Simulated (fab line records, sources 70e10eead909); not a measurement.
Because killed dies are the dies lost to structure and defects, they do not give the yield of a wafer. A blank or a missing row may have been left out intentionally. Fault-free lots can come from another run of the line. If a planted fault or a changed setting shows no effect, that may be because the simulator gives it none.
fab line records    flow nand_harc
[record] lots = 6  wafers = 18  last_day = 24
route steps=1159 shown A_STAIRCASE@531
lots untouched by any fault: they come from a run of this same line in which no faults occurred
start_h: the number of hours between the record's first day and the start of the first shown wafer of the lot    wait_h: how many hours have passed since the lot's step before this one    " repeats the value in the row above    L1.1+2: a single row standing in for several wafers    - value missing, or start not given    * or withheld: withheld    < > ~ a bound
route shown NAME@n: names a module that has steps shown in the file, with the first one's number in the route    usual: the fault-free wafers' mean and standard deviation    same: alike in all rows    chamber/n: place in a boat    sites: readings site by site    _std_site: their standard deviation    _edge_site: outer sites' mean less inner sites'    radius_mm: how far each site lies from the wafer's centre    mask NAME#n: copy n    behind: the tool/chamber that last shaped the wafer    hold: why the lot was held/for how many hours/how that ended    device: whichever transistor did not switch (one of n, p or np)    end of line: the tests these same wafers got at the end of their route    where a step has no rows: the recipe by itself    killed: count of dies lost to structure and defects at first sort (not the wafer's yield)    map: per-die view of a wafer (x killed, . not killed, _ where there is no die)
set.NAME: the setting as run; set.NAME@STEP: as run at that earlier step    model.NAME: the simulator's own value behind a step, which no gauge read
lots seen at some steps along the route; tables by step, rows by wafer
services: a tool's chamber out of use, with start hour (start_h, from the record's first day; less than 0 if before it), hours out, and reason
[[steps]]
[step NHARC_A_STAIRCASE_ETCH_169]
[recipe] target_depth_a = 500  time_s = 107.1  ion_energy_ev = 120  ch3f_flow_sccm = 50  o2_flow_sccm = 30  ar_flow_sccm = 200  rf_w = 500  bias_w = 100  chemistry = CH3F/O2
[step NHARC_A_STAIRCASE_ETCH_170]
[recipe] target_depth_a = 2000  time_s = 66.667  ion_energy_ev = 250  c4f6_flow_sccm = 25  o2_flow_sccm = 20  ar_flow_sccm = 500  rf_w = 600  bias_w = 500  chemistry = C4F6/O2
[step NHARC_A_STAIRCASE_STRIP_171]
[recipe] power_w = 1500  temp_c = 250  chemistry = O2
[step NHARC_A_STAIRCASE_STRIP_172]
[recipe] time_s = 900  temp_c = 130  chemistry = SPM
[step NHARC_A_STAIRCASE_PRECLEAN_173]
[recipe] time_s = *  temp_c = 50  bath_age_min = 0  chemistry = SC1
[step NHARC_A_STAIRCASE_SRD_174]
[step NHARC_A_STAIRCASE_DEHYDRATE_01]
[recipe] temp_c = 150  time_s = 120
[step NHARC_A_STAIRCASE_HMDS_02]
[recipe] time_s = 30
[step NHARC_A_STAIRCASE_COAT_03]
[recipe] spin_rpm = 1200
[step NHARC_A_STAIRCASE_SOFTBAKE_04]
[recipe] temp_c = 135  time_s = 170
[step NHARC_A_STAIRCASE_EBR_05]
[step NHARC_A_STAIRCASE_EXPOSE_06]
[recipe] na = 0.5  dose_mj = 25.43  mask_id = STAIR
[step NHARC_A_STAIRCASE_PEB_07]
[recipe] peb_temp_c = 115  peb_time_s = 130
[usual] chill_plate_temp_C = 23.00/0.11  exhaust_pa = 45.2/0.98
lot.wafer  tool            chamber  start_h  wait_h  chill_plate_temp_C  exhaust_pa
L317.1     litho_track-02  0        257.87   0.1     23.06               45.2
L317.2     "               0        "        "       23.21               45.2
L317.4     "               0        "        "       23.20               44.6
L326.1     litho_track-03  -        315.05   0.1     -                   -
L326.4     "               -        "        "       -                   -
L326.6     "               -        "        "       -                   -
L325.2     litho_track-03  -        315.64   0.1     -                   -
L325.4     "               -        "        "       -                   -
L325.6     "               -        "        "       -                   -
L328.1     litho_track-02  0        323.17   0.1     23.11               45.5
L328.2     "               0        "        "       23.08               44.2
L328.6     "               0        "        "       22.88               44.1
L332.1     litho_track-03  0        345.43   0.1     22.94               45.5
L332.4     "               0        "        "       22.94               43.7
L332.5     "               0        "        "       22.95               42.4
L336.1     litho_track-02  0        371.78   0.1     23.07               45.4
L336.4     "               0        "        "       22.94               45.9
L336.5     "               0        "        "       23.09               45.5
[step NHARC_A_STAIRCASE_DEVELOP_08]
[recipe] time_s = 140
[step NHARC_A_STAIRCASE_HARDBAKE_10]
[recipe] temp_c = 120  time_s = 140
[step NHARC_A_STAIRCASE_DESCUM_11]
[recipe] time_s = 3  o2_flow_sccm = 200  ar_flow_sccm = 0  bias_power_w = 0  chemistry = O2
[step NHARC_A_STAIRCASE_TRIM_12]
[recipe] time_s = 211.2  o2_flow_sccm = 500  ar_flow_sccm = 0  bias_w = 0  chemistry = O2
[step NHARC_A_STAIRCASE_ETCH_13]
[recipe] target_depth_a = 1000  time_s = 40.5  ion_energy_ev = 400  c4f8_flow_sccm = 20  o2_flow_sccm = 10  ar_flow_sccm = withheld  rf_w = 600  bias_w = 1000  chemistry = C4F8/O2
[step NHARC_A_STAIRCASE_TRIM_14]
[recipe] time_s = 211.2  o2_flow_sccm = 500  ar_flow_sccm = 0  bias_w = 0  chemistry = O2
[usual] drypump_motor_current_A = 5.6/0.51  oes_product_au = 1.000/0.0074  rf_vpp_V = 57.7/0.92  showerhead_plenum_p_Torr = 3.49/0.16  throttle_valve_pct = 17.036/0.0095
lot.wafer  tool         chamber  start_h  wait_h  drypump_motor_current_A  oes_product_au  rf_hours_counter_h  rf_vpp_V  showerhead_plenum_p_Torr  throttle_valve_pct
L317.4     rie_diel-11  3        -        -       6.0                      0.997           28                  57.0      3.76                      17.040
L317.2     "            1        "        "       6.4                      1.010           27                  56.9      3.37                      17.029
L317.1     "            2        "        "       4.8                      0.982           27                  58.8      3.70                      17.040
L326.4     rie_diel-04  1        -        -       6.2                      0.995           3                   57.5      3.40                      17.032
L326.1     "            2        "        "       5.7                      0.989           7                   57.5      3.45                      17.033
L326.6     "            1        "        "       6.2                      0.992           -                   58.6      3.40                      17.027
L325.2     rie_diel-11  1        -        -       6.3                      1.006           50                  56.9      3.35                      17.036
L325.4     "            2        "        "       4.8                      1.008           47                  57.8      3.69                      17.059
L325.6     "            1        "        "       6.4                      1.008           -                   57.3      3.35                      17.037
L328.2     rie_diel-11  1        -        -       6.4                      1.018           53                  56.8      3.35                      17.044
L328.1     "            2        "        "       4.8                      1.013           50                  57.1      3.68                      17.039
L328.6     "            1        "        "       6.4                      1.008           -                   57.3      3.35                      17.034
L332.1     rie_diel-12  1        -        -       5.0                      0.989           44                  57.9      3.35                      17.029
L332.4     "            2        "        "       5.7                      0.996           44                  57.8      3.51                      17.031
L332.5     "            2        "        "       5.9                      1.003           -                   59.1      3.51                      17.035
L336.4     rie_diel-12  2        -        -       5.8                      0.996           57                  58.4      3.51                      17.043
L336.1     "            0        "        "       5.7                      1.002           56                  57.2      3.50                      17.042
L336.5     "            2        "        "       5.8                      1.001           -                   58.6      3.51                      17.042
[step NHARC_A_STAIRCASE_ETCH_15]
[recipe] target_depth_a = 1000  time_s = 40.5  ion_energy_ev = 400  c4f8_flow_sccm = 20  o2_flow_sccm = 10  ar_flow_sccm = withheld  rf_w = 600  bias_w = 1000  chemistry = C4F8/O2
[step NHARC_A_STAIRCASE_TRIM_16]
[recipe] time_s = 211.2  o2_flow_sccm = 500  ar_flow_sccm = 0  bias_w = 0  chemistry = O2
[step NHARC_A_STAIRCASE_ETCH_17]
[recipe] target_depth_a = 1000  time_s = 40.5  ion_energy_ev = 400  c4f8_flow_sccm = 20  o2_flow_sccm = 10  ar_flow_sccm = withheld  rf_w = 600  bias_w = 1000  chemistry = C4F8/O2
[step NHARC_A_STAIRCASE_TRIM_18]
[recipe] time_s = 211.2  o2_flow_sccm = 500  ar_flow_sccm = 0  bias_w = 0  chemistry = O2
[step NHARC_A_STAIRCASE_ETCH_19]
[recipe] target_depth_a = 1000  time_s = 40.5  ion_energy_ev = 400  c4f8_flow_sccm = 20  o2_flow_sccm = 10  ar_flow_sccm = withheld  rf_w = 600  bias_w = 1000  chemistry = C4F8/O2
[usual] oes_product_au = 0.942/0.0096  rf_vpp_V = 894/5.7
lot.wafer  tool         chamber  start_h  wait_h  oes_product_au  rf_hours_counter_h  rf_vpp_V
L317.1     rie_diel-11  1        -        -       0.943           27                  890
L317.2     "            2        "        "       0.932           27                  903
L317.4     "            0        "        "       0.940           27                  889
L326.4     rie_diel-04  0        -        -       0.942           8                   889
L326.1     "            1        "        "       0.956           3                   891
L326.6     "            3        "        "       0.950           -                   903
L325.2     rie_diel-11  3        -        -       0.964           46                  903
L325.4     "            2        "        "       0.959           47                  902
L325.6     "            3        "        "       0.959           -                   903
L328.1     rie_diel-11  3        -        -       0.953           50                  903
L328.2     "            0        "        "       0.938           50                  886
L328.6     "            3        "        "       0.950           -                   903
L332.1     rie_diel-12  1        -        -       0.935           45                  888
L332.4     "            3        "        "       0.937           45                  901
L332.5     "            2        "        "       0.934           -                   895
L336.4     rie_diel-12  2        -        -       0.932           58                  894
L336.1     "            1        "        "       0.932           56                  890
L336.5     "            2        "        "       0.950           -                   894
[step NHARC_A_STAIRCASE_TRIM_20]
[recipe] time_s = 211.2  o2_flow_sccm = 500  ar_flow_sccm = 0  bias_w = 0  chemistry = O2
[step NHARC_A_STAIRCASE_ETCH_21]
[recipe] target_depth_a = 1000  time_s = 40.5  ion_energy_ev = 400  c4f8_flow_sccm = 20  o2_flow_sccm = 10  ar_flow_sccm = withheld  rf_w = 600  bias_w = 1000  chemistry = C4F8/O2
[usual] oes_product_au = 0.948/0.017  rf_vpp_V = 895/5.4
lot.wafer  tool         chamber  start_h  wait_h  oes_product_au  rf_hours_counter_h  rf_vpp_V
L317.1     rie_diel-11  2        -        -       0.946           27                  902
L317.4     "            3        "        "       0.953           28                  905
L317.2     "            1        "        "       0.966           27                  889
L326.4     rie_diel-12  3        -        -       0.958           35                  901
L326.1     "            2        "        "       0.965           33                  895
L326.6     "            3        "        "       0.960           -                   902
L325.4     rie_diel-04  3        -        -       0.992           8                   901
L325.2     "            1        "        "       0.963           3                   892
L325.6     "            0        "        "       0.968           -                   889
L328.2     rie_diel-12  0        -        -       0.924           37                  897
L328.1     "            1        "        "       0.915           36                  888
L328.6     "            0        "        "       0.925           -                   895
L332.4     rie_diel-04  3        -        -       0.947           20                  899
L332.1     "            0        "        "       0.955           19                  889
L332.5     "            2        "        "       0.967           -                   894
L336.1     rie_diel-12  3        -        -       0.963           59                  900
L336.4     "            1        "        "       0.931           57                  889
L336.5     "            3        "        "       0.965           -                   901
[step NHARC_A_STAIRCASE_TRIM_22]
[recipe] time_s = 211.2  o2_flow_sccm = 500  ar_flow_sccm = 0  bias_w = 0  chemistry = O2
[step NHARC_A_STAIRCASE_ETCH_23]
[recipe] target_depth_a = 1000  time_s = 40.5  ion_energy_ev = 400  c4f8_flow_sccm = 20  o2_flow_sccm = 10  ar_flow_sccm = withheld  rf_w = 600  bias_w = 1000  chemistry = C4F8/O2
[step NHARC_A_STAIRCASE_TRIM_24]
[recipe] time_s = 211.2  o2_flow_sccm = 500  ar_flow_sccm = 0  bias_w = 0  chemistry = O2
[usual] drypump_motor_current_A = 5.6/0.5  oes_product_au = 0.999/0.0073  rf_vpp_V = 57.7/0.93  showerhead_plenum_p_Torr = 3.49/0.15  throttle_valve_pct = 17.037/0.0094
lot.wafer  tool         chamber  start_h  wait_h  drypump_motor_current_A  oes_product_au  rf_hours_counter_h  rf_vpp_V  showerhead_plenum_p_Torr  throttle_valve_pct
L317.1     rie_diel-11  1        -        -       6.4                      1.016           28                  57.7      3.36                      17.041
L317.2     "            2        "        "       4.8                      1.001           27                  59.1      3.70                      17.016
L317.4     "            0        "        "       5.0                      1.000           27                  58.0      3.30                      17.036
L326.1     rie_diel-12  2        -        -       5.8                      0.987           33                  58.4      3.52                      17.030
L326.4     "            3        "        "       6.0                      0.989           35                  58.6      3.65                      17.026
L326.6     "            1        "        "       5.0                      0.983           -                   57.2      3.36                      17.054
L325.4     rie_diel-04  0        -        -       5.1                      1.006           8                   57.5      3.32                      17.036
L325.2     "            1        "        "       6.2                      1.012           3                   56.8      3.40                      17.046
L325.6     "            3        "        "       5.3                      1.001           -                   58.0      3.65                      17.046
L328.2     rie_diel-12  0        -        -       5.7                      0.999           38                  56.6      3.51                      17.037
L328.1     "            1        "        "       5.0                      0.987           36                  57.4      3.35                      17.035
L328.6     "            0        "        "       5.8                      0.995           -                   58.7      3.51                      17.044
L332.1     rie_diel-04  0        -        -       5.0                      1.006           19                  57.1      3.31                      17.043
L332.4     "            1        "        "       6.2                      1.007           14                  56.6      3.39                      17.038
L332.5     "            0        "        "       5.0                      1.011           -                   56.0      3.31                      17.042
L336.4     rie_diel-12  2        -        -       5.8                      1.009           58                  56.7      3.51                      17.056
L336.1     "            0        "        "       5.8                      1.007           57                  57.9      3.50                      17.038
L336.5     "            2        "        "       5.8                      0.999           -                   58.1      3.51                      17.040
[step NHARC_A_STAIRCASE_ETCH_25]
[recipe] target_depth_a = 1000  time_s = 40.5  ion_energy_ev = 400  c4f8_flow_sccm = 20  o2_flow_sccm = 10  ar_flow_sccm = withheld  rf_w = 600  bias_w = 1000  chemistry = C4F8/O2
[step NHARC_A_STAIRCASE_TRIM_26]
[recipe] time_s = 211.2  o2_flow_sccm = 500  ar_flow_sccm = 0  bias_w = 0  chemistry = O2
[usual] drypump_motor_current_A = 5.6/0.49  oes_product_au = 1.000/0.0067  rf_vpp_V = 57.6/0.83  showerhead_plenum_p_Torr = 3.49/0.15  throttle_valve_pct = 17.036/0.009
lot.wafer  tool         chamber  start_h  wait_h  drypump_motor_current_A  oes_product_au  rf_hours_counter_h  rf_vpp_V  showerhead_plenum_p_Torr  throttle_valve_pct
L317.4     rie_diel-11  3        -        -       6.0                      1.001           28                  57.4      3.75                      17.035
L317.1     "            0        "        "       5.1                      1.000           27                  58.3      3.30                      17.025
L317.2     "            1        "        "       6.4                      0.991           28                  56.8      3.36                      17.027
L326.1     rie_diel-12  3        -        -       5.9                      1.000           35                  57.8      3.65                      17.031
L326.4     "            0        "        "       5.7                      0.993           34                  57.8      3.52                      17.034
L326.6     "            1        "        "       5.0                      0.994           -                   56.2      3.36                      17.042
L325.4     rie_diel-04  1        -        -       6.2                      1.002           3                   57.2      3.40                      17.037
L325.2     "            3        "        "       5.3                      0.993           9                   59.1      3.65                      17.036
L325.6     "            2        "        "       5.7                      0.999           -                   57.4      3.45                      17.051
L328.1     rie_diel-12  1        -        -       5.0                      0.985           37                  57.3      3.35                      17.049
L328.2     "            3        "        "       6.0                      0.989           39                  58.4      3.65                      17.029
L328.6     "            0        "        "       5.8                      0.998           -                   57.6      3.51                      17.035
L332.1     rie_diel-04  0        -        -       5.0                      1.003           19                  57.8      3.31                      17.054
L332.4     "            1        "        "       6.2                      1.002           14                  58.5      3.39                      17.025
L332.5     "            0        "        "       5.0                      1.006           -                   57.0      3.31                      17.037
L336.4     rie_diel-12  2        -        -       5.7                      1.008           58                  56.9      3.51                      17.038
L336.1     "            3        "        "       6.0                      1.004           59                  57.8      3.64                      17.036
L336.5     "            1        "        "       5.0                      0.989           -                   58.5      3.34                      17.038
[step NHARC_A_STAIRCASE_ETCH_27]
[recipe] target_depth_a = 1000  time_s = 40.5  ion_energy_ev = 400  c4f8_flow_sccm = 20  o2_flow_sccm = 10  ar_flow_sccm = withheld  rf_w = 600  bias_w = 1000  chemistry = C4F8/O2
[step NHARC_A_STAIRCASE_STRIP_175]
[recipe] power_w = 1500  temp_c = 250  chemistry = O2
[step NHARC_A_STAIRCASE_STRIP_148]
[recipe] time_s = 900  temp_c = 130  chemistry = SPM
[step NHARC_A_STAIRCASE_PRECLEAN_149]
[recipe] time_s = *  temp_c = 50  bath_age_min = 0  chemistry = SC1
[step NHARC_A_STAIRCASE_SRD_150]
[step NHARC_A_STAIRCASE_DEHYDRATE_176]
[recipe] temp_c = 150  time_s = 120
[step NHARC_A_STAIRCASE_HMDS_177]
[recipe] time_s = 30
[step NHARC_A_STAIRCASE_COAT_178]
[recipe] spin_rpm = 1200
[[services]]
tool            chamber  start_h  hours  kind
rie_diel-12     0        236.03   -      clean
rie_diel-12     1        236.03   -      clean
rie_diel-12     2        236.03   -      clean
rie_diel-12     3        236.03   -      clean
rie_diel-12     0        260.53   -      clean
rie_diel-12     1        260.53   -      clean
rie_diel-12     2        260.53   -      clean
rie_diel-12     3        260.53   -      clean
rie_diel-12     0        285.24   -      clean
rie_diel-12     1        285.24   -      clean
rie_diel-12     2        285.24   -      clean
rie_diel-12     3        285.24   -      clean
rie_diel-04     -        288.90   9.0    pm
rie_diel-12     0        310.56   -      clean
rie_diel-12     1        310.56   -      clean
rie_diel-12     2        310.56   -      clean
rie_diel-12     3        310.56   -      clean
rie_diel-12     0        335.67   -      clean
rie_diel-12     1        335.67   -      clean
rie_diel-12     2        335.67   -      clean
litho_track-02  -        340.00   7.0    pm
rie_diel-04     2        362.65   7.9    repair
rie_diel-11     2        363.14   3.9    repair
rie_diel-11     -        366.82   9.0    pm
[[key]]
[first_sign] step = NHARC_A_STAIRCASE_PEB_07  reading = tool_record  direction = missing
effect none on later readings
met_at NHARC_A_STAIRCASE_PEB_07
struck_wafers L325.2,L325.4,L325.6,L326.1,L326.4,L326.6
scrapped_behind NHARC_A_SGD_CUT_INSPECT_11 L325.2,L325.4,L325.6,L326.1,L326.4,L326.6
[fault] kind = skipped_step_whole  tool = litho_track-03  chamber = -  onset_h = 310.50  steps = NHARC_A_STAIRCASE_PEB_07  scope = struck_lots_only
